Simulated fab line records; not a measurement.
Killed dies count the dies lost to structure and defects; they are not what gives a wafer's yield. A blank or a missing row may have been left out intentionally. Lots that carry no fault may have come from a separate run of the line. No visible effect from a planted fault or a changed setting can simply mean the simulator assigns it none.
What tool caused it? || flow n5-finfet || 12 lots with 36 wafers sampled at 6 steps, on a route of 1938 steps

== WHAT THE GAUGES READ, wafer by wafer ==
N5_GATE_CUT_CD_MEAS_13: target cd 20 nm.
{"lot": "L075", "measured": "day 4 17:17", "on": "cd-sem-02", "cd-nm (nm)": "19.82 20.18 19.70"}
{"lot": "L077", "measured": "day 5 06:23", "on": "cd-sem-03", "cd-nm (nm)": "19.57 19.94 20.07"}
{"lot": "L079", "measured": "day 5 18:38", "on": "cd-sem-02", "cd-nm (nm)": "19.94 20.09 20.02"}
{"lot": "L081", "measured": "day 6 06:42", "on": "cd-sem-02", "cd-nm (nm)": "20.50 20.24 20.17"}
{"lot": "L083", "measured": "day 6 18:59", "on": "cd-sem-02", "cd-nm (nm)": "20.08 20.12 20.40"}
{"lot": "L085", "measured": "day 7 07:55", "on": "cd-sem-01", "cd-nm (nm)": "19.96 19.63 19.98"}
{"lot": "L087", "measured": "day 7 19:29", "on": "cd-sem-03", "cd-nm (nm)": "20.52 19.93 20.47"}
{"lot": "L089", "measured": "day 8 07:16", "on": "cd-sem-01", "cd-nm (nm)": "20.21 20.20 19.64"}
{"lot": "L091", "measured": "day 8 21:07", "on": "cd-sem-02", "cd-nm (nm)": "19.67 19.80 20.02"}
{"lot": "L093", "measured": "day 9 07:50", "on": "cd-sem-03", "cd-nm (nm)": "20.15 19.96 19.85"}
{"lot": "L095", "measured": "day 9 14:44", "on": "cd-sem-02", "cd-nm (nm)": "19.98 20.26 20.30"}
{"lot": "L097", "measured": "day 10 07:47", "on": "cd-sem-01", "cd-nm (nm)": "19.99 20.15 20.15"}

== TOOL THAT RAN EACH LOT (tool first, then ch and the chambers of the sampled wafers, then the start) ==
{"lot": "L075", "N5_HKMG_FIN_STRIP_92": "rie-diel-01 ch 2,3, day 4 09:31", "N5_HKMG_FIN_ALD_91": "ald-metal-03 ch 0,3, day 4 10:03", "N5_HKMG_FIN_ETCH_86": "rie-diel-02 ch 0,1,2, day 4 10:23", "N5_HKMG_FIN_ALD_71": "ald-metal-02 ch 0,2, day 4 11:07", "N5_GATE_CUT_VAPOR_ETCH_60": "rie-metal-03 ch 1, day 4 13:53"}
{"lot": "L077", "N5_HKMG_FIN_STRIP_92": "rie-diel-05 ch 1,2, day 4 22:06", "N5_HKMG_FIN_ALD_91": "ald-metal-03 ch 0,1,3, day 4 22:38", "N5_HKMG_FIN_ETCH_86": "rie-diel-05 ch 1,2, day 4 22:58", "N5_HKMG_FIN_ALD_71": "ald-metal-01 ch 0,2, day 4 23:42", "N5_GATE_CUT_VAPOR_ETCH_60": "rie-metal-03 ch 0,1, day 5 02:18"}
{"lot": "L079", "N5_HKMG_FIN_STRIP_92": "rie-diel-05 ch 0,2,3, day 5 10:54", "N5_HKMG_FIN_ALD_91": "ald-metal-02 ch 0,1,2, day 5 11:25", "N5_HKMG_FIN_ETCH_86": "rie-diel-01 ch 0,1,3, day 5 11:52", "N5_HKMG_FIN_ALD_71": "ald-metal-03 ch 0,2,3, day 5 12:36", "N5_GATE_CUT_VAPOR_ETCH_60": "rie-metal-02 ch 0,1, day 5 15:12"}
{"lot": "L081", "N5_HKMG_FIN_STRIP_92": "rie-diel-01 ch 0,2,3, day 5 23:02", "N5_HKMG_FIN_ALD_91": "ald-metal-01 ch 0,2,3, day 5 23:34", "N5_HKMG_FIN_ETCH_86": "rie-diel-02 ch 0,1, day 5 23:56", "N5_HKMG_FIN_ALD_71": "ald-metal-03 ch 1,2, day 6 00:40", "N5_GATE_CUT_VAPOR_ETCH_60": "rie-metal-01 ch 0,1, day 6 03:16"}
{"lot": "L083", "N5_HKMG_FIN_STRIP_92": "rie-diel-01 ch 0,2,3, day 6 11:28", "N5_HKMG_FIN_ALD_91": "ald-metal-01 ch 0,1,2, day 6 12:00", "N5_HKMG_FIN_ETCH_86": "rie-diel-05 ch 0,2,3, day 6 12:20", "N5_HKMG_FIN_ALD_71": "ald-metal-03 ch 1,2,3, day 6 13:05", "N5_GATE_CUT_VAPOR_ETCH_60": "rie-metal-01 ch 0,1, day 6 15:41"}
{"lot": "L085", "N5_HKMG_FIN_STRIP_92": "rie-diel-05 ch 1,2,3, day 7 00:10", "N5_HKMG_FIN_ALD_91": "ald-metal-03 ch 2,3, day 7 00:42", "N5_HKMG_FIN_ETCH_86": "rie-diel-05 ch 0,3, day 7 01:02", "N5_HKMG_FIN_ALD_71": "ald-metal-02 ch 0,1,3, day 7 01:46", "N5_GATE_CUT_VAPOR_ETCH_60": "rie-metal-01 ch 0,1, day 7 04:22"}
{"lot": "L087", "N5_HKMG_FIN_STRIP_92": "rie-diel-01 ch 0,2,3, day 7 11:11", "N5_HKMG_FIN_ALD_91": "ald-metal-03 ch 0,1, day 7 11:43", "N5_HKMG_FIN_ETCH_86": "rie-diel-02 ch 2,3, day 7 12:04", "N5_HKMG_FIN_ALD_71": "ald-metal-01 ch 0,3, day 7 12:47", "N5_GATE_CUT_VAPOR_ETCH_60": "rie-metal-02 ch 1, day 7 15:45"}
{"lot": "L089", "N5_HKMG_FIN_STRIP_92": "rie-diel-05 ch 1,2,3, day 7 23:26", "N5_HKMG_FIN_ALD_91": "ald-metal-01 ch 0,1,3, day 7 23:58", "N5_HKMG_FIN_ETCH_86": "rie-diel-05 ch 0,1,3, day 8 00:17", "N5_HKMG_FIN_ALD_71": "ald-metal-02 ch 0,1, day 8 01:02", "N5_GATE_CUT_VAPOR_ETCH_60": "rie-metal-03 ch 0, day 8 03:49"}
{"lot": "L091", "N5_HKMG_FIN_STRIP_92": "rie-diel-02 ch 0,1,2, day 8 12:31", "N5_HKMG_FIN_ALD_91": "ald-metal-01 ch 0,1, day 8 13:05", "N5_HKMG_FIN_ETCH_86": "rie-diel-02 ch 1,2,3, day 8 13:35", "N5_HKMG_FIN_ALD_71": "ald-metal-02 ch 1,2, day 8 14:24", "N5_GATE_CUT_VAPOR_ETCH_60": "rie-metal-01 ch 0,1, day 8 17:10"}
{"lot": "L093", "N5_HKMG_FIN_STRIP_92": "rie-diel-02 ch 0,1, day 8 23:59", "N5_HKMG_FIN_ALD_91": "ald-metal-03 ch 1,2,3, day 9 00:34", "N5_HKMG_FIN_ETCH_86": "rie-diel-02 ch 1,2, day 9 00:54", "N5_HKMG_FIN_ALD_71": "ald-metal-03 ch 0,1,3, day 9 01:38", "N5_GATE_CUT_VAPOR_ETCH_60": "rie-metal-03 ch 0,1, day 9 04:31"}
{"lot": "L095", "N5_HKMG_FIN_STRIP_92": "rie-diel-02 ch 0,1, day 9 07:06", "N5_HKMG_FIN_ALD_91": "ald-metal-01 ch 0,2,3, day 9 07:38", "N5_HKMG_FIN_ETCH_86": "rie-diel-01 ch 0,1, day 9 07:59", "N5_HKMG_FIN_ALD_71": "ald-metal-03 ch 1,3, day 9 08:43", "N5_GATE_CUT_VAPOR_ETCH_60": "rie-metal-01 ch 0,1, day 9 11:19"}
{"lot": "L097", "N5_HKMG_FIN_STRIP_92": "rie-diel-05 ch 1,2,3, day 10 00:02", "N5_HKMG_FIN_ALD_91": "ald-metal-03 ch 0,1,3, day 10 00:40", "N5_HKMG_FIN_ETCH_86": "rie-diel-05 ch 1,2,3, day 10 01:04", "N5_HKMG_FIN_ALD_71": "ald-metal-03 ch 0,1,3, day 10 01:53", "N5_GATE_CUT_VAPOR_ETCH_60": "rie-metal-02 ch 0,1, day 10 04:23"}
- N5_HKMG_FIN_STRIP_92: strips SOC in N2/H2, time 20 s.
- N5_HKMG_FIN_ALD_91: deposits TiN, target thk 1 nm, pulse time 1 s, purge time 3 s.
- N5_HKMG_FIN_ETCH_86: etches SOC in N2/H2, stops on TiN, target depth 393.2 nm.
- N5_HKMG_FIN_ALD_71: deposits TiN, target thk 1 nm, pulse time 1 s, purge time 3 s.
- N5_GATE_CUT_VAPOR_ETCH_60: etches HfO2 in BCl3/Cl2.

== THE ANSWER, worked out from the rows above alone ==
Rule: usual is defined by the lots themselves. Put in order of their means at a reading, lots are off if they are a third of the lots or fewer, leave a main group of 4 or more, and stand apart from it by a gap of 3 or more times the standard deviation of the main group's means; of several such gaps the widest counts. The tables above print the reading to a certain number of digits; a main group whose means all agree to those digits is not used. A lot without any number at a reading at which 4 lots or more have one is off too. All remaining lots with rows at the step are treated as sound.
No lot is off on any of the readings shown, so nothing can be concluded from this.

== WHAT THE SIMULATOR HAD INSERTED ==
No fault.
